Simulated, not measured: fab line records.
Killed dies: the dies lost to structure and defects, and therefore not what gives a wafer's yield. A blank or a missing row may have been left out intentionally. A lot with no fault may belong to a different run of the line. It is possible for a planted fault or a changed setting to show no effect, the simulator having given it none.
fab line records	flow n5_finfet
record: lots: 24	wafers: 72	last_day: 17
route steps=1938 shown BEOL_M5@1159 BEOL_M6@1194
lots that met no fault: from a run of the same line without faults
start_h: start of the lot's first displayed wafer, in hours after the record's first day	wait_h: hours since the lot's step before	" the same as in the row above	L1.1+2: one row covering several wafers at once	- either no value or no given start	* or withheld: withheld	< > ~ a bound
route shown NAME@n: NAME is a module with steps in the file, n the number in the route of the first one	usual: mean and standard deviation over wafers with no fault	same: alike in all rows	chamber/n: place in a boat	sites: the reading at each site	_std_site: how widely they spread, as a standard deviation	_edge_site: outer sites' mean less inner sites'	radius_mm: how far each site lies from the wafer's centre	mask NAME#n: copy n	behind: tool/chamber where the wafer was last shaped	hold: why the lot was held/for how many hours/how that ended	device: which transistor (n, p or np) failed to switch	end of line: tests of these same wafers at the route's end	for a step that has no rows: nothing shown but its recipe	killed: dies that structure and defects cost at the first sort, which is not the same as the wafer's yield	map: a wafer's dies, marking killed ones x, the rest . and places with no die _
set.NAME: the setting as run; set.NAME@STEP: as run at that earlier step	model.NAME: the simulator's own value behind a step, which no gauge read
steps of the route over a sample of lots; a table a step, a row a wafer
services: the hour from which a tool's chamber was out of use, counted from the record's first day as start_h (under 0 if before that day), plus the number of hours and why
== steps ==
step: N5_BEOL_M5_STRIP_36
recipe: chemistry: N2/H2	power_w: 450	temp_c: 40	pressure_mtorr: 20	rf_frequency_hz: 6e+07	overash_fraction: 0.3	bias_power_w: 7	h2_frac: 0.5	n2_flow_sccm: 200	h2_flow_sccm: 200
usual: drypump_motor_current_A: 5.8/0.47	oes_product_au: 0.80/0.09	rf_vpp_V: 59.2/1.4	showerhead_plenum_p_Torr: 2.52/0.082	throttle_valve_pct: 23.55/0.25
same: overash_fraction: 0.3
lot.wafer	tool	chamber	start_h	wait_h	drypump_motor_current_A	oes_product_au	rf_hours_counter_h	rf_vpp_V	showerhead_plenum_p_Torr	throttle_valve_pct
L074.4	rie_diel-02	3	160.46	0.0	5.6	0.69	-	60.3	2.63	23.79
L074.5	"	2	"	"	6.0	0.98	-	59.3	2.49	23.49
L074.6	"	0	"	"	5.9	0.73	-	59.4	2.51	23.61
L075.1	rie_diel-06	3	176.84	0.0	5.9	0.86	51	56.7	2.47	23.41
L075.3	"	2	"	"	5.7	0.70	216	58.5	2.52	23.43
L075.6	"	1	"	"	6.6	0.89	-	60.5	2.68	23.69
L076.1	rie_diel-06	2	186.10	0.0	5.6	0.70	219	59.8	2.51	23.41
L076.3	"	1	"	"	6.7	0.88	52	59.7	2.68	23.71
L076.5	"	0	"	"	5.8	0.95	-	60.0	2.48	23.15
L077.1	rie_diel-02	1	186.15	0.0	6.1	0.98	5	55.9	2.49	23.29
L077.2	"	2	"	"	6.0	0.95	17	56.4	2.48	23.48
L077.5	"	1	"	"	6.0	0.97	-	61.4	2.48	23.31
L078.1	rie_diel-06	3	203.04	0.0	5.9	0.84	59	59.2	2.47	23.43
L078.3	"	1	"	"	6.6	0.87	57	60.2	2.68	23.74
L078.5	"	1	"	"	6.6	0.86	-	60.1	2.68	23.73
L080.1	rie_diel-01	1	204.74	0.0	5.8	0.74	155	58.8	2.44	23.30
L080.4	"	2	"	"	4.9	0.82	80	58.8	2.47	23.54
L080.6	"	0	"	"	5.8	0.75	-	61.1	2.65	24.08
L079.2	rie_diel-01	2	206.59	0.0	4.9	0.81	80	59.1	2.47	23.55
L079.4	"	3	"	"	4.7	0.82	99	61.2	2.46	23.42
L079.5	"	3	"	"	4.7	0.83	-	60.5	2.46	23.42
L081.3	rie_diel-01	2	210.45	0.0	5.0	0.82	82	60.6	2.47	23.53
L081.4	"	1	"	"	5.8	0.75	157	58.4	2.44	23.36
L081.5	"	0	"	"	5.7	0.76	-	60.5	2.64	24.08
L082.2	rie_diel-06	1	229.30	0.0	6.6	0.86	63	59.6	2.68	23.72
L082.3	"	3	"	"	5.9	0.83	71	58.8	2.46	23.41
L082.6	"	3	"	"	5.9	0.83	-	58.4	2.46	23.46
L083.3	rie_diel-06	2	231.53	0.0	5.7	0.69	236	59.2	2.51	23.46
L083.4	"	1	"	"	6.6	0.86	64	62.1	2.68	23.72
L083.5	"	2	"	"	5.7	0.68	-	56.7	2.51	23.48
L084.4	rie_diel-01	2	234.64	0.0	5.0	0.79	-	59.5	2.47	23.55
L084.5	"	0	"	"	5.7	0.74	-	58.8	2.64	24.06
L084.6	"	1	"	"	5.8	0.74	-	57.7	2.43	23.34
L085.2	rie_diel-06	2	234.81	0.0	5.7	0.68	238	58.1	2.51	23.47
L085.4	"	3	"	"	5.9	0.83	73	60.4	2.46	23.44
L085.5	"	0	"	"	5.8	0.91	-	57.6	2.48	23.19
L086.1	rie_diel-02	1	238.66	0.0	6.0	0.93	17	57.3	2.48	23.32
L086.2	"	2	"	"	6.0	0.93	28	56.4	2.48	23.56
L086.6	"	2	"	"	6.0	0.93	-	60.0	2.48	23.52
L087.1	rie_diel-06	1	241.28	0.0	6.7	0.85	66	57.8	2.68	23.72
L087.2	"	3	"	"	5.9	0.82	75	57.7	2.46	23.44
L087.3	"	2	"	"	5.6	0.68	239	59.5	2.51	23.48
L088.1	rie_diel-01	3	259.82	0.0	4.6	0.80	116	57.6	2.45	23.43
L088.4	"	2	"	"	5.0	0.79	99	57.9	2.46	23.58
L088.5	"	1	"	"	5.8	0.73	-	59.4	2.43	23.35
L089.1	rie_diel-02	3	262.58	0.0	5.6	0.68	228	60.6	2.62	23.82
L089.3	"	1	"	"	6.1	0.92	26	62.4	2.48	23.34
L089.6	"	0	"	"	5.9	0.69	-	59.7	2.50	23.63
L090.3	rie_diel-01	2	267.18	0.0	4.9	0.78	102	58.1	2.46	23.58
L090.4	"	3	"	"	4.7	0.80	119	59.2	2.45	23.41
L090.6	"	3	"	"	4.6	0.81	-	59.6	2.45	23.46
L091.1	rie_diel-02	1	279.43	0.0	6.0	0.92	31	58.0	2.47	23.35
L091.2	"	3	"	"	5.6	0.68	233	59.2	2.62	23.79
L091.6	"	2	"	"	6.0	0.90	-	59.2	2.47	23.60
L092.1	rie_diel-01	1	290.31	0.0	5.7	0.73	186	59.6	2.42	23.37
L092.2	"	2	"	"	5.0	0.78	110	55.9	2.46	23.59
L092.3	"	0	"	"	5.8	0.71	185	58.3	2.63	24.08
L095.1	rie_diel-02	2	298.11	0.0	6.0	0.88	50	58.4	2.47	23.57
L095.4	"	2	"	"	6.0	0.89	-	59.1	2.47	23.55
L095.5	"	1	"	"	6.0	0.89	-	60.5	2.47	23.34
L093.3	rie_diel-01	1	301.46	0.0	5.8	0.73	191	58.5	2.42	23.38
L093.4	"	1	"	"	5.8	0.72	-	60.0	2.42	23.42
L093.6	"	0	"	"	5.8	0.72	-	61.1	2.63	24.14
L097.2	rie_diel-06	3	304.90	0.0	5.9	0.80	90	57.8	2.45	23.45
L097.3	"	0	"	"	5.8	0.87	50	59.8	2.47	23.22
L097.6	"	3	"	"	5.9	0.80	-	57.8	2.45	23.47
L094.1	rie_diel-06	3	308.07	0.0	5.9	0.79	90	57.8	2.45	23.42
L094.4	"	0	"	"	5.8	0.89	-	58.5	2.47	23.19
L094.6	"	3	"	"	5.9	0.80	-	59.8	2.45	23.48
L096.3	rie_diel-02	1	317.40	0.0	6.1	0.87	45	60.7	2.47	23.34
L096.4	"	1	"	"	6.0	0.88	-	59.7	2.47	23.34
L096.6	"	2	"	"	6.0	0.86	-	58.5	2.47	23.57
step: N5_BEOL_M5_STRIP_91
recipe: chemistry: N2/H2	time_s: 10	power_w: 450	temp_c: 40	pressure_mtorr: 20	rf_frequency_hz: 6e+07	bias_power_w: 7	n2_flow_sccm: 200	h2_flow_sccm: 200
usual: drypump_motor_current_A: 5.8/0.47	oes_product_au: 0.80/0.089	rf_vpp_V: 59.0/0.82	showerhead_plenum_p_Torr: 2.52/0.082	throttle_valve_pct: 23.55/0.25
lot.wafer	tool	chamber	start_h	wait_h	drypump_motor_current_A	oes_product_au	rf_hours_counter_h	rf_vpp_V	showerhead_plenum_p_Torr	throttle_valve_pct
L074.4	rie_diel-02	3	-	-	5.6	0.70	-	59.3	2.63	23.77
L074.5	"	2	"	"	6.0	0.97	-	58.7	2.49	23.52
L074.6	"	0	"	"	5.9	0.71	-	59.0	2.51	23.61
L075.1	rie_diel-06	3	-	-	5.9	0.86	51	58.7	2.47	23.40
L075.3	"	2	"	"	5.7	0.70	216	58.5	2.52	23.45
L075.6	"	1	"	"	6.6	0.88	-	57.4	2.68	23.72
L076.1	rie_diel-06	2	-	-	5.6	0.69	219	60.1	2.51	23.43
L076.3	"	1	"	"	6.6	0.86	52	59.4	2.68	23.72
L076.5	"	0	"	"	5.8	0.94	-	58.8	2.48	23.15
L077.1	rie_diel-02	1	-	-	6.1	0.97	5	58.3	2.48	23.30
L077.2	"	2	"	"	6.0	0.94	17	59.3	2.48	23.53
L077.5	"	1	"	"	6.1	0.97	-	58.2	2.48	23.32
L078.1	rie_diel-06	3	-	-	5.9	0.83	59	58.7	2.47	23.43
L078.3	"	1	"	"	6.6	0.87	57	60.3	2.68	23.73
L078.5	"	1	"	"	6.6	0.86	-	59.7	2.68	23.71
L080.1	rie_diel-01	1	-	-	5.8	0.75	155	59.0	2.44	23.33
L080.4	"	2	"	"	5.0	0.81	80	60.0	2.47	23.53
L080.6	"	0	"	"	5.7	0.75	-	59.7	2.64	24.06
L079.2	rie_diel-01	2	-	-	5.0	0.81	80	60.1	2.47	23.54
L079.4	"	3	"	"	4.7	0.82	99	59.7	2.46	23.42
L079.5	"	3	"	"	4.7	0.82	-	58.8	2.46	23.42
L081.3	rie_diel-01	2	-	-	4.9	0.81	82	58.4	2.47	23.54
L081.4	"	1	"	"	5.8	0.74	157	59.5	2.43	23.35
L081.5	"	0	"	"	5.7	0.74	-	58.3	2.64	24.04
L082.2	rie_diel-06	1	-	-	6.6	0.86	63	60.2	2.68	23.73
L082.3	"	3	"	"	5.9	0.83	71	58.2	2.46	23.43
L082.6	"	3	"	"	5.9	0.83	-	58.8	2.46	23.45
L083.3	rie_diel-06	2	-	-	5.7	0.68	237	60.1	2.51	23.46
L083.4	"	1	"	"	6.6	0.85	64	59.5	2.68	23.74
L083.5	"	2	"	"	5.6	0.68	-	58.7	2.51	23.46
L084.4	rie_diel-01	2	-	-	5.0	0.81	-	58.1	2.47	23.56
L084.5	"	0	"	"	5.8	0.74	-	58.8	2.64	24.07
L084.6	"	1	"	"	5.8	0.74	-	58.7	2.43	23.34
L085.2	rie_diel-06	2	-	-	5.6	0.68	238	58.8	2.51	23.46
L085.4	"	3	"	"	5.9	0.83	73	58.4	2.46	23.42
L085.5	"	0	"	"	5.8	0.92	-	58.0	2.48	23.17
L086.1	rie_diel-02	1	-	-	6.0	0.93	17	59.9	2.48	23.32
L086.2	"	2	"	"	6.0	0.92	28	58.1	2.48	23.53
L086.6	"	2	"	"	6.0	0.93	-	60.0	2.48	23.55
L087.1	rie_diel-06	1	-	-	6.6	0.85	66	57.5	2.68	23.75
L087.2	"	3	"	"	5.9	0.82	75	58.9	2.46	23.43
L087.3	"	2	"	"	5.7	0.68	239	57.9	2.51	23.45
L088.1	rie_diel-01	3	-	-	4.7	0.80	116	58.2	2.45	23.45
L088.4	"	2	"	"	4.9	0.79	99	59.6	2.46	23.57
L088.5	"	1	"	"	5.8	0.73	-	59.1	2.43	23.35
L089.1	rie_diel-02	3	-	-	5.6	0.68	228	58.7	2.62	23.78
L089.3	"	1	"	"	6.0	0.92	26	59.7	2.48	23.35
L089.6	"	0	"	"	6.0	0.69	-	59.5	2.50	23.64
L090.3	rie_diel-01	2	-	-	4.9	0.78	102	59.0	2.46	23.57
L090.4	"	3	"	"	4.7	0.80	119	58.1	2.45	23.44
L090.6	"	3	"	"	4.7	0.79	-	58.1	2.45	23.44
L091.1	rie_diel-02	1	-	-	6.1	0.91	31	59.3	2.47	23.35
L091.2	"	3	"	"	5.6	0.68	233	59.3	2.62	23.80
L091.6	"	2	"	"	6.0	0.90	-	58.5	2.47	23.57
L092.1	rie_diel-01	1	-	-	5.8	0.72	186	58.2	2.42	23.37
L092.2	"	2	"	"	4.9	0.77	110	58.1	2.46	23.58
L092.3	"	0	"	"	5.8	0.72	186	59.7	2.63	24.09
L095.1	rie_diel-02	2	-	-	6.0	0.88	50	58.1	2.47	23.59
L095.4	"	2	"	"	6.0	0.89	-	59.2	2.47	23.57
L095.5	"	1	"	"	6.1	0.90	-	59.4	2.47	23.34
L093.3	rie_diel-01	1	-	-	5.8	0.72	191	58.5	2.42	23.37
L093.4	"	1	"	"	5.8	0.72	-	57.7	2.42	23.36
L093.6	"	0	"	"	5.7	0.72	-	60.6	2.63	24.10
L097.2	rie_diel-06	3	-	-	5.9	0.81	90	59.8	2.45	23.47
L097.3	"	0	"	"	5.8	0.88	51	58.5	2.47	23.20
L097.6	"	3	"	"	5.9	0.80	-	59.4	2.45	23.46
L094.1	rie_diel-06	3	-	-	5.9	0.80	90	59.4	2.45	23.47
L094.4	"	0	"	"	5.8	0.88	-	60.5	2.47	23.20
L094.6	"	3	"	"	5.9	0.80	-	58.2	2.45	23.47
L096.3	rie_diel-02	1	-	-	6.1	0.89	45	59.0	2.47	23.36
L096.4	"	1	"	"	6.1	0.89	-	58.7	2.47	23.35
L096.6	"	2	"	"	6.0	0.87	-	57.7	2.47	23.59
step: N5_BEOL_M5_ALD_86
recipe: material: TaN	target_thk_a: *	temp_c: 275	ald_precursor_family: PDMAT	ald_co_reactant: NH3	pressure_torr: 3	carrier_flow_sccm: 1500	pulse_time_s: 2	purge_time_s: 3	co_reactant_purge_time_s: 2	co_reactant_pulse_time_s: 3	ald_cycles: 30	precursor_vessel_temp_c: 75	precursor_vessel_pressure_torr: 26.25	precursor_vessel_carrier_sccm: 1000
usual: heater_power_w: 422/24
lot.wafer	tool	chamber	start_h	wait_h	heater_power_w
L074.4	ald_metal-04	2	163.39	0.0	430
L074.5	"	2	"	"	424
L074.6	"	1	"	"	406
L075.1	ald_metal-02	0	177.91	0.2	458
L075.3	"	2	"	"	406
L075.6	"	3	"	"	417
L076.1	ald_metal-04	1	187.26	0.0	415
L076.3	"	3	"	"	475
L076.5	"	1	"	"	418
L077.1	ald_metal-01	0	187.38	0.0	444
L077.2	"	2	"	"	412
L077.5	"	0	"	"	441
L078.1	ald_metal-02	2	203.85	0.0	396
L078.3	"	0	"	"	454
L078.5	"	1	"	"	413
L080.1	ald_metal-04	0	206.73	0.2	384
L080.4	"	2	"	"	417
L080.6	"	1	"	"	412
L079.2	ald_metal-01	2	207.82	0.1	410
L079.4	"	0	"	"	438
L079.5	"	0	"	"	443
L081.3	ald_metal-02	3	211.93	0.1	417
L081.4	"	2	"	"	412
L081.5	"	0	"	"	486
L082.2	ald_metal-01	0	230.43	0.0	442
L082.3	"	1	"	"	414
L082.6	"	2	"	"	414
L083.3	ald_metal-04	1	232.59	0.0	403
L083.4	"	2	"	"	416
L083.5	"	0	"	"	382
L084.4	ald_metal-01	0	235.93	0.1	438
L084.5	"	3	"	"	412
L084.6	"	2	"	"	422
L085.2	ald_metal-04	0	236.09	0.1	391
L085.4	"	2	"	"	416
L085.5	"	1	"	"	416
L086.1	ald_metal-01	3	240.38	0.3	418
L086.2	"	2	"	"	417
L086.6	"	3	"	"	417
L087.1	ald_metal-04	3	242.73	0.1	465
L087.2	"	2	"	"	416
L087.3	"	0	"	"	389
L088.1	ald_metal-01	1	260.62	0.0	404
L088.4	"	0	"	"	434
L088.5	"	2	"	"	424
L089.1	ald_metal-02	2	263.90	0.0	400
L089.3	"	1	"	"	406
L089.6	"	0	"	"	467
L090.3	ald_metal-01	0	268.43	0.1	443
L090.4	"	3	"	"	406
L090.6	"	1	"	"	418
L091.1	ald_metal-04	2	282.10	0.0	423
L091.2	"	3	"	"	476
L091.6	"	2	"	"	434
L092.1	ald_metal-01	3	292.67	0.0	411
L092.2	"	0	"	"	440
L092.3	"	1	"	"	412
L095.1	ald_metal-02	0	299.19	0.0	475
L095.4	"	1	"	"	413
L095.5	"	2	"	"	400
L093.3	ald_metal-04	2	302.38	0.1	417
L093.4	"	0	"	"	390
L093.6	"	0	"	"	384
L097.2	ald_metal-02	0	306.16	0.1	479
L097.3	"	1	"	"	418
L097.6	"	3	"	"	419
L094.1	ald_metal-01	1	309.08	0.0	392
L094.4	"	3	"	"	404
L094.6	"	0	"	"	452
L096.3	ald_metal-01	0	318.47	0.0	447
L096.4	"	3	"	"	411
L096.6	"	0	"	"	437
step: N5_BEOL_M5_ANNEAL_49
recipe: temp_c: 400	time_s: 1800	ambient: vacuum
usual: heater_power_w: 867/69
lot.wafer	tool	chamber	start_h	wait_h	heater_power_w
L074.4	pvd_sputter-03	-	164.17	0.0	808
L074.5	"	-	"	"	838
L074.6	"	-	"	"	866
L075.1	pvd_sputter-01	-	178.52	0.0	859
L075.3	"	-	"	"	863
L075.6	"	-	"	"	836
L076.1	pvd_sputter-03	-	187.96	0.0	832
L076.3	"	-	"	"	862
L076.5	"	-	"	"	819
L077.1	pvd_sputter-02	-	188.00	0.0	1072
L077.2	"	-	"	"	774
L077.5	"	-	"	"	918
L078.1	pvd_sputter-03	-	204.53	0.0	811
L078.3	"	-	"	"	803
L078.5	"	-	"	"	863
L080.1	pvd_sputter-02	-	207.28	0.0	884
L080.4	"	-	"	"	1045
L080.6	"	-	"	"	874
L079.2	pvd_sputter-01	-	208.52	0.0	838
L079.4	"	-	"	"	883
L079.5	"	-	"	"	860
L081.3	pvd_sputter-03	-	212.66	0.0	934
L081.4	"	-	"	"	790
L081.5	"	-	"	"	806
L082.2	pvd_sputter-02	-	231.18	0.0	804
L082.3	"	-	"	"	860
L082.6	"	-	"	"	781
L083.3	pvd_sputter-01	-	234.64	0.0	867
L083.4	"	-	"	"	832
L083.5	"	-	"	"	847
L084.4	pvd_sputter-03	-	236.91	0.0	785
L084.5	"	-	"	"	811
L084.6	"	-	"	"	773
L085.2	pvd_sputter-02	-	237.32	0.0	771
L085.4	"	-	"	"	1085
L085.5	"	-	"	"	1074
L086.1	pvd_sputter-01	-	241.22	0.0	862
L086.2	"	-	"	"	883
L086.6	"	-	"	"	851
L087.1	pvd_sputter-02	-	243.45	0.0	1087
L087.2	"	-	"	"	791
L087.3	"	-	"	"	849
L088.1	pvd_sputter-02	-	261.42	0.0	881
L088.4	"	-	"	"	1091
L088.5	"	-	"	"	812
L089.1	pvd_sputter-01	-	264.46	0.0	900
L089.3	"	-	"	"	830
L089.6	"	-	"	"	829
L090.3	pvd_sputter-03	-	269.11	0.0	862
L090.4	"	-	"	"	801
L090.6	"	-	"	"	859
L091.1	pvd_sputter-03	-	282.72	0.0	788
L091.2	"	-	"	"	809
L091.6	"	-	"	"	779
L092.1	pvd_sputter-01	-	293.65	0.0	875
L092.2	"	-	"	"	855
L092.3	"	-	"	"	840
L095.1	pvd_sputter-03	-	299.83	0.0	944
L095.4	"	-	"	"	800
L095.5	"	-	"	"	952
L093.3	pvd_sputter-03	-	304.26	0.0	836
L093.4	"	-	"	"	795
L093.6	"	-	"	"	819
L097.2	pvd_sputter-01	-	306.93	0.0	882
L097.3	"	-	"	"	847
L097.6	"	-	"	"	896
L094.1	pvd_sputter-03	-	309.91	0.0	811
L094.4	"	-	"	"	850
L094.6	"	-	"	"	924
L096.3	pvd_sputter-03	-	320.75	0.0	919
L096.4	"	-	"	"	811
L096.6	"	-	"	"	797
step: N5_BEOL_M6_ILD_DEP_00
recipe: material: SiCOH_lowk	target_thk_a: 1797.5	temp_c: 300	precursor: DEMS/porogen	pressure_torr: 5	rf_w: 500	time_s: 33.4
usual: heater_power_w: 283/28	showerhead_plenum_p_Torr: 5.737/0.016	throttle_valve_pct: 14.2/0.85
lot.wafer	tool	chamber	start_h	wait_h	heater_power_w	showerhead_plenum_p_Torr	throttle_valve_pct
L074.4	pecvd-02	2	169.80	0.1	247	5.718	14.0
L074.5	"	1	"	"	264	5.742	15.5
L074.6	"	0	"	"	293	5.710	14.7
L075.1	pecvd-01	0	183.90	0.0	268	5.747	14.3
L075.3	"	1	"	"	314	5.750	15.1
L075.6	"	0	"	"	274	5.754	14.3
L076.1	pecvd-03	0	193.35	0.0	322	5.741	13.4
L076.3	"	1	"	"	305	5.754	13.9
L076.5	"	1	"	"	310	5.740	13.7
L077.1	pecvd-03	1	193.54	0.0	263	5.724	13.6
L077.2	"	2	"	"	304	5.722	13.2
L077.5	"	1	"	"	274	5.736	14.0
L078.1	pecvd-03	1	210.06	0.0	315	5.747	13.7
L078.3	"	0	"	"	297	5.761	13.3
L078.5	"	1	"	"	323	5.732	13.7
L080.1	pecvd-01	0	213.00	0.0	262	5.735	14.2
L080.4	"	1	"	"	310	5.745	15.3
L080.6	"	2	"	"	278	5.739	13.9
L079.2	pecvd-02	2	214.04	0.0	282	5.723	13.8
L079.4	"	1	"	"	283	5.746	15.4
L079.5	"	2	"	"	276	5.717	13.8
L081.3	pecvd-02	0	218.12	0.1	244	5.713	14.7
L081.4	"	1	"	"	294	5.745	15.2
L081.5	"	1	"	"	233	5.745	15.5
L082.2	pecvd-03	1	237.51	0.0	310	5.736	13.9
L082.3	"	1	"	"	313	5.741	13.7
L082.6	"	0	"	"	295	5.766	13.1
L083.3	pecvd-02	2	240.04	0.0	277	5.730	14.1
L083.4	"	0	"	"	255	5.715	14.5
L083.5	"	2	"	"	280	5.731	14.1
L084.4	pecvd-01	0	242.53	0.1	279	5.767	13.9
L084.5	"	1	"	"	327	5.753	15.2
L084.6	"	2	"	"	241	5.739	14.0
L085.2	pecvd-02	2	243.05	0.0	281	5.726	14.0
L085.4	"	1	"	"	238	5.752	15.4
L085.5	"	0	"	"	237	5.716	14.8
L086.1	pecvd-03	1	246.62	0.0	310	5.722	13.7
L086.2	"	0	"	"	293	5.750	13.3
L086.6	"	1	"	"	316	5.725	13.8
L087.1	pecvd-02	2	248.84	0.0	236	5.728	14.1
L087.2	"	1	"	"	253	5.744	15.4
L087.3	"	0	"	"	273	5.715	14.6
L088.1	pecvd-01	0	267.27	0.0	295	5.751	13.9
L088.4	"	2	"	"	278	5.750	14.1
L088.5	"	1	"	"	319	5.745	15.0
L089.1	pecvd-01	1	270.10	0.0	283	5.737	15.2
L089.3	"	0	"	"	289	5.759	13.9
L089.6	"	1	"	"	295	5.738	14.7
L090.3	pecvd-02	1	274.61	0.0	245	5.747	15.4
L090.4	"	2	"	"	287	5.722	13.8
L090.6	"	0	"	"	307	5.704	14.8
L091.1	pecvd-03	2	288.11	0.0	350	5.704	12.0
L091.2	"	0	"	"	318	5.746	13.3
L091.6	"	0	"	"	315	5.740	13.1
L092.1	pecvd-02	1	299.08	0.0	296	5.746	15.5
L092.2	"	0	"	"	285	5.723	14.7
L092.3	"	2	"	"	275	5.717	14.3
L095.1	pecvd-01	2	305.22	0.0	269	5.750	14.1
L095.4	"	2	"	"	278	5.729	14.1
L095.5	"	1	"	"	283	5.746	15.0
L093.3	pecvd-03	1	309.74	0.0	313	5.748	13.7
L093.4	"	2	"	"	308	5.711	12.2
L093.6	"	0	"	"	271	5.759	13.3
L097.2	pecvd-03	2	312.32	0.0	343	5.711	11.9
L097.3	"	1	"	"	328	5.746	13.9
L097.6	"	0	"	"	262	5.753	13.2
L094.1	pecvd-01	2	315.41	0.0	237	5.753	14.5
L094.4	"	0	"	"	240	5.747	14.0
L094.6	"	2	"	"	248	5.744	14.3
L096.3	pecvd-02	0	326.19	0.0	290	5.711	14.8
L096.4	"	1	"	"	251	5.736	15.5
L096.6	"	0	"	"	298	5.723	14.7
step: N5_BEOL_M6_HM_DEP_02
recipe: material: TiN	target_thk_a: 200	temp_c: 25	chamber_pressure_pa: 0.49996
usual: throttle_valve_pct: 30.0/0.91
lot.wafer	tool	chamber	start_h	wait_h	throttle_valve_pct
L074.4	pvd_sputter-02	-	171.25	0.8	29.3
L074.5	"	-	"	"	30.1
L074.6	"	-	"	"	29.1
L075.1	pvd_sputter-03	-	186.18	1.6	29.3
L075.3	"	-	"	"	31.7
L075.6	"	-	"	"	30.2
L076.1	pvd_sputter-02	-	195.83	1.8	29.9
L076.3	"	-	"	"	29.1
L076.5	"	-	"	"	29.2
L077.1	pvd_sputter-02	-	196.03	1.9	29.8
L077.2	"	-	"	"	29.3
L077.5	"	-	"	"	28.6
L078.1	pvd_sputter-03	-	211.85	1.1	29.1
L078.3	"	-	"	"	30.1
L078.5	"	-	"	"	31.5
L080.1	pvd_sputter-01	-	214.93	1.3	29.8
L080.4	"	-	"	"	30.0
L080.6	"	-	"	"	30.1
L079.2	pvd_sputter-01	-	215.19	0.5	30.6
L079.4	"	-	"	"	30.0
L079.5	"	-	"	"	30.0
L081.3	pvd_sputter-03	-	219.01	0.2	29.7
L081.4	"	-	"	"	31.7
L081.5	"	-	"	"	30.1
L082.2	pvd_sputter-01	-	239.74	1.1	30.0
L082.3	"	-	"	"	31.7
L082.6	"	-	"	"	30.8
L083.3	pvd_sputter-03	-	241.53	0.9	30.1
L083.4	"	-	"	"	31.8
L083.5	"	-	"	"	31.9
L084.4	pvd_sputter-03	-	244.71	1.5	29.9
L084.5	"	-	"	"	29.9
L084.6	"	-	"	"	29.6
L085.2	pvd_sputter-03	-	244.81	1.1	29.9
L085.4	"	-	"	"	29.2
L085.5	"	-	"	"	29.3
L086.1	pvd_sputter-03	-	248.61	1.4	29.7
L086.2	"	-	"	"	30.3
L086.6	"	-	"	"	31.9
L087.1	pvd_sputter-03	-	249.51	0.0	29.9
L087.2	"	-	"	"	31.7
L087.3	"	-	"	"	29.0
L088.1	pvd_sputter-03	-	268.45	0.5	29.0
L088.4	"	-	"	"	29.8
L088.5	"	-	"	"	29.8
L089.1	pvd_sputter-02	-	271.87	1.1	29.2
L089.3	"	-	"	"	29.3
L089.6	"	-	"	"	29.8
L090.3	pvd_sputter-02	-	276.29	0.6	30.1
L090.4	"	-	"	"	29.1
L090.6	"	-	"	"	29.1
L091.1	pvd_sputter-02	-	289.63	0.9	29.4
L091.2	"	-	"	"	29.4
L091.6	"	-	"	"	30.2
L092.1	pvd_sputter-02	-	301.78	1.6	28.9
L092.2	"	-	"	"	29.8
L092.3	"	-	"	"	29.1
L095.1	pvd_sputter-02	-	308.52	2.7	29.3
L095.4	"	-	"	"	29.9
L095.5	"	-	"	"	28.9
L093.3	pvd_sputter-01	-	313.52	2.7	32.1
L093.4	"	-	"	"	30.9
L093.6	"	-	"	"	30.0
L097.2	pvd_sputter-01	-	313.78	0.8	30.1
L097.3	"	-	"	"	30.9
L097.6	"	-	"	"	29.9
L094.1	pvd_sputter-01	-	316.54	0.5	30.2
L094.4	"	-	"	"	29.8
L094.6	"	-	"	"	31.8
L096.3	pvd_sputter-01	-	327.70	0.9	29.6
L096.4	"	-	"	"	29.8
L096.6	"	-	"	"	29.7
== services ==
tool	chamber	start_h	hours	kind
rie_diel-06	2	142.69	23.3	repair
ald_metal-04	1	144.97	1.8	repair
ald_metal-04	-	151.27	0.2	repair
ald_metal-02	-	156.57	0.7	repair
ald_metal-01	-	160.28	0.9	repair
pecvd-01	-	166.23	6.0	pm
ald_metal-04	3	166.35	5.0	repair
pecvd-01	-	176.61	1.2	repair
pecvd-03	2	198.64	13.5	repair
ald_metal-04	-	214.64	14.6	pm
rie_diel-02	-	215.56	14.6	pm
rie_diel-01	-	231.04	0.4	repair
pecvd-02	-	274.24	0.2	repair
pecvd-02	-	274.66	5.5	pm
rie_diel-06	-	276.05	14.6	pm
pecvd-01	1	277.97	7.5	repair
rie_diel-02	-	279.98	0.2	repair
ald_metal-04	-	288.82	0.9	repair
pecvd-03	-	294.43	10.2	repair
rie_diel-06	2	307.59	1.2	repair
rie_diel-06	2	308.94	-	clean
rie_diel-02	0	316.35	5.3	repair
ald_metal-02	-	317.00	6.0	pm
pvd_sputter-02	-	317.00	6.5	repair
== key ==
fault none
